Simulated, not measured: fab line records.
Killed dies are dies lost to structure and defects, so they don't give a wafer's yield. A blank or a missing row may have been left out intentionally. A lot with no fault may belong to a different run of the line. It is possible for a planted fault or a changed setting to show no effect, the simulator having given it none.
Matching of chambers -- flow n5-finfet -- rie-diel-02 running N5_BEOL_M12_TRENCH_ETCH_34: 4 sister chambers
The step etches SiOC in C4F8/O2/Ar, target depth 318.95 nm, time 125.5 s. 4 wafers are shown with their chamber, then 9 later ones without.

== WAFERS, EACH WITH ITS CHAMBER ==
wafer,chamber,showerhead-plenum-p-Torr (Torr)
L075.1,3,3.24
L089.1,0,3.60
L089.3,2,3.36
L089.4,1,3.33

== WAFERS WITHOUT THEIR CHAMBER ==
wafer,showerhead-plenum-p-Torr (Torr)
L094.2,3.36
L094.3,3.33
L094.6,3.35
L090.1,3.35
L090.2,3.33
L090.6,3.35
L097.3,3.61
L097.5,3.32
L097.6,3.34

== CHAMBER TAKEN BY EACH ==
wafer,from the rows above,in truth
L094.2,2,2
L094.3,1,1
L094.6,can't be placed: 2 or 1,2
L090.1,can't be placed: 2 or 1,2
L090.2,1,1
L090.6,can't be placed: 2 or 1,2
L097.3,0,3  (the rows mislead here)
L097.5,1,1
L097.6,can't be placed: 1 or 2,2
Correct placement for 4 of the 9. Unplaceable from these rows: 4, with the true chamber sitting among the candidates in 4. Wrongly placed: 1.
How it was worked out, from the rows above alone: a wafer's distance from a chamber is the root of the sum, over the readings, of the square of ((its reading less the chamber's mean) divided by the reading's scatter). If the next closest chamber is less than 2 further off than the closest, the wafer can't be placed; otherwise it belongs to the closest. Each chamber's mean is taken over the wafers shown for it. The scatter (one wafer shown for each chamber): square how far every hidden wafer sits from the nearest shown wafer, average those squares and take the square root.
